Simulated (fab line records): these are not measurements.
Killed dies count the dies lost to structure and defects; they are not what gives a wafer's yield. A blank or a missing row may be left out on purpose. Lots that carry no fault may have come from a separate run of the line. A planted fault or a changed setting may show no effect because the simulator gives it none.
Split-lot trial + flow n5-finfet + on a route of 1938 steps: 7 lots, 39 wafers read

## ON THE SPLIT
At N5_BEOL_M10_TRENCH_ETCH_37 (etches SiCOH lowk in C4F6/O2, target depth 148.83 nm, time 48 s), the setting target-depth-a was moved away from the recipe's 1488.3 angstrom on 12 of the 39 wafers read, by -42.0% to +19.6%. This setting was run at the recipe's value on the other wafers.

## FROM THE SPLIT TO THE READING: what the file shows between them, 11 steps
- N5_BEOL_M10_ETCH_41: etches SiCN in CH3F/O2, target depth 42.6 nm, time 86 s
- N5_BEOL_M10_STRIP_77: strips in N2/H2, time 10 s
- N5_BEOL_M10_OCD_MEAS_38
- N5_BEOL_M10_HM_STRIP_39: strips TiN in peroxide tin strip, target depth 25 nm, time 158 s
- N5_BEOL_M10_SRD_40: time 30 s
- N5_BEOL_M10_ECD_50: material Cu, target thk 318 nm
- N5_BEOL_M10_ANNEAL_51: time 90 s
- N5_BEOL_M10_CMP_52: polishes, stops on SiCOH lowk, t overpolish 7 s, target thk 140 nm
- N5_BEOL_M10_THK_MEAS_53: measures by xrf
- N5_BEOL_M10_PRE_CLEAN_55: time 15 s
- N5_BEOL_M10_DEP_56: deposits SiCN from 3MS/NH3, target thk 15 nm, time 26.5 s

## THE READING
At N5_BEOL_M10_RS_MEAS_57, a four-point-probe measurement gives M10_RS in ohm/sq. A value of 0.150 ohm/sq with a standard deviation of 0.0036 ohm/sq is what fault-free wafers of this fab line usually give.

| wafer  | tool, chamber at the split | target-depth-a as run, angstrom | against the recipe | M10_RS, ohm/sq | against lot-mates on the recipe |
|--------|----------------------------|---------------------------------|--------------------|----------------|---------------------------------|
| L075.1 | rie-diel-03, 2             | 1488.3                          | recipe             | 0.148          | -                               |
| L075.2 | rie-diel-03, 1             | 1488.3                          | recipe             | 0.144          | -                               |
| L075.3 | rie-diel-03, 0             | 1488.3                          | recipe             | 0.154          | -                               |
| L075.4 | rie-diel-03, 3             | 1488.3                          | recipe             | 0.155          | -                               |
| L075.5 | rie-diel-03, 2             | 1488.3                          | recipe             | 0.148          | -                               |
| L075.6 | rie-diel-03, 3             | 1488.3                          | recipe             | 0.154          | -                               |
| L080.1 | rie-diel-03, 1             | 1780                            | +19.6%             | 0.121          | -0.034                          |
| L080.2 | rie-diel-03, 3             | 1488.3                          | recipe             | 0.154          | -                               |
| L080.3 | rie-diel-03, 0             | 1488.3                          | recipe             | 0.154          | -                               |
| L080.4 | rie-diel-03, 1             | 1780                            | +19.6%             | 0.120          | -0.035                          |
| L080.5 | rie-diel-03, 3             | 1488.3                          | recipe             | 0.156          | -                               |
| L080.6 | rie-diel-03, 0             | 1780                            | +19.6%             | 0.126          | -0.029                          |
| L081.1 | rie-diel-03, 0             | 863.4                           | -42.0%             | 0.295          | +0.143                          |
| L081.2 | rie-diel-03, 2             | 1488.3                          | recipe             | 0.148          | -                               |
| L081.3 | rie-diel-03, 1             | 863.4                           | -42.0%             | 0.278          | +0.126                          |
| L081.4 | rie-diel-03, 3             | 863.4                           | -42.0%             | 0.310          | +0.158                          |
| L081.5 | rie-diel-03, 3             | 1488.3                          | recipe             | 0.154          | -                               |
| L081.6 | rie-diel-03, 0             | 1488.3                          | recipe             | 0.153          | -                               |
| L086.1 | rie-diel-01, 2             | 1488.3                          | recipe             | 0.144          | -                               |
| L086.2 | rie-diel-01, 0             | 1777                            | +19.4%             | 0.119          | -0.027                          |
| L086.3 | rie-diel-01, 3             | 1488.3                          | recipe             | 0.149          | -                               |
| L086.4 | rie-diel-01, 1             | 1488.3                          | recipe             | 0.146          | -                               |
| L086.5 | rie-diel-01, 0             | 1777                            | +19.4%             | 0.119          | -0.027                          |
| L086.6 | rie-diel-01, 3             | 1777                            | +19.4%             | 0.119          | -0.027                          |
| L085.1 | rie-diel-04, 3             | 1488.3                          | recipe             | 0.150          | -                               |
| L085.2 | rie-diel-04, 1             | 1488.3                          | recipe             | 0.147          | -                               |
| L085.3 | rie-diel-04, 0             | 1488.3                          | recipe             | 0.150          | -                               |
| L096.1 | rie-diel-01, 0             | 1122                            | -24.6%             | 0.208          | +0.060                          |
| L096.2 | rie-diel-01, 1             | 1122                            | -24.6%             | 0.204          | +0.056                          |
| L096.3 | rie-diel-01, 2             | 1122                            | -24.6%             | 0.212          | +0.064                          |
| L096.4 | rie-diel-01, 1             | 1488.3                          | recipe             | 0.145          | -                               |
| L096.5 | rie-diel-01, 2             | 1488.3                          | recipe             | 0.149          | -                               |
| L096.6 | rie-diel-01, 0             | 1488.3                          | recipe             | 0.149          | -                               |
| L097.1 | rie-diel-01, 2             | 1488.3                          | recipe             | 0.144          | -                               |
| L097.2 | rie-diel-01, 3             | 1488.3                          | recipe             | 0.148          | -                               |
| L097.3 | rie-diel-01, 1             | 1488.3                          | recipe             | 0.147          | -                               |
| L097.4 | rie-diel-01, 0             | 1488.3                          | recipe             | 0.143          | -                               |
| L097.5 | rie-diel-01, 0             | 1488.3                          | recipe             | 0.146          | -                               |
| L097.6 | rie-diel-01, 1             | 1488.3                          | recipe             | 0.148          | -                               |

FIT RESULTS
A straight line over all 39 wafers: M10_RS changes by -0.00272 ohm/sq for each +1% of target-depth-a; r = -0.96; the points scatter about the line by 0.013 ohm/sq.
The same after taking each lot's own level away (the mean of its wafers on the recipe; 39 wafers): -0.00271 ohm/sq for each +1%; r = -0.96; scatter 0.012 ohm/sq.
That fit puts the effect of the largest move of target-depth-a on the reading at 0.11 ohm/sq.
The lots' own levels span 0.1460 to 0.1547 ohm/sq, that is 2.4 times the standard deviation above.
Consequently the slope shifts little with the lot-to-lot level, the two slopes agreeing.
Check: with one of the wafers moved furthest among these (-42.0%) left out of the fit, the line predicts +0.113 ohm/sq for it against its lot-mates. It came out at +0.143 ohm/sq against them.

## THE WHOLE CHAIN: every reading that the file lists as answering this split, in the file's order
| step                       | what it does                                                       | reading                                                                           | change (the file's fit)                | r (the file's) |
|----------------------------|--------------------------------------------------------------------|-----------------------------------------------------------------------------------|----------------------------------------|----------------|
| N5_BEOL_M10_TRENCH_ETCH_37 | etches SiCOH lowk in C4F6/O2, target depth 148.83 nm, time 48 s    | BEOL_M10.feature-depth-nm (the simulator's own value, which no gauge read)        | +1.5 nm for each +1% of the setting    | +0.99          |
| N5_BEOL_M10_TRENCH_ETCH_37 | etches SiCOH lowk in C4F6/O2, target depth 148.83 nm, time 48 s    | etch.depth-nm (the simulator's own value, which no gauge read)                    | +1.5 nm for each +1% of the setting    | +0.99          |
| N5_BEOL_M10_TRENCH_ETCH_37 | etches SiCOH lowk in C4F6/O2, target depth 148.83 nm, time 48 s    | TiN_of_BEOL_M10_HM_DEP_02.thk-nm (the simulator's own value, which no gauge read) | -0.0377 nm for each +1% of the setting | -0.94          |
| N5_BEOL_M10_OCD_MEAS_38    |                                                                    | trench-depth-nm                                                                   | +1.49 nm for each +1% of the setting   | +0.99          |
| N5_BEOL_M10_CMP_52         | polishes, stops on SiCOH lowk, t overpolish 7 s, target thk 140 nm | Cu_of_BEOL_M10_ECD_50.thk-nm (the simulator's own value, which no gauge read)     | +1.51 nm for each +1% of the setting   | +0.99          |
| N5_BEOL_M10_THK_MEAS_53    | measures by xrf                                                    | M10_THK                                                                           | +1.55 for each +1% of the setting      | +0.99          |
| N5_BEOL_M10_RS_MEAS_57     | measures by four-point-probe                                       | M10_RS                                                                            | -0.00276 for each +1% of the setting   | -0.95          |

## THE FILE'S OWN FIT
M10_RS changes by -0.00276 ohm/sq for each +1% of target-depth-a, r = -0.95.
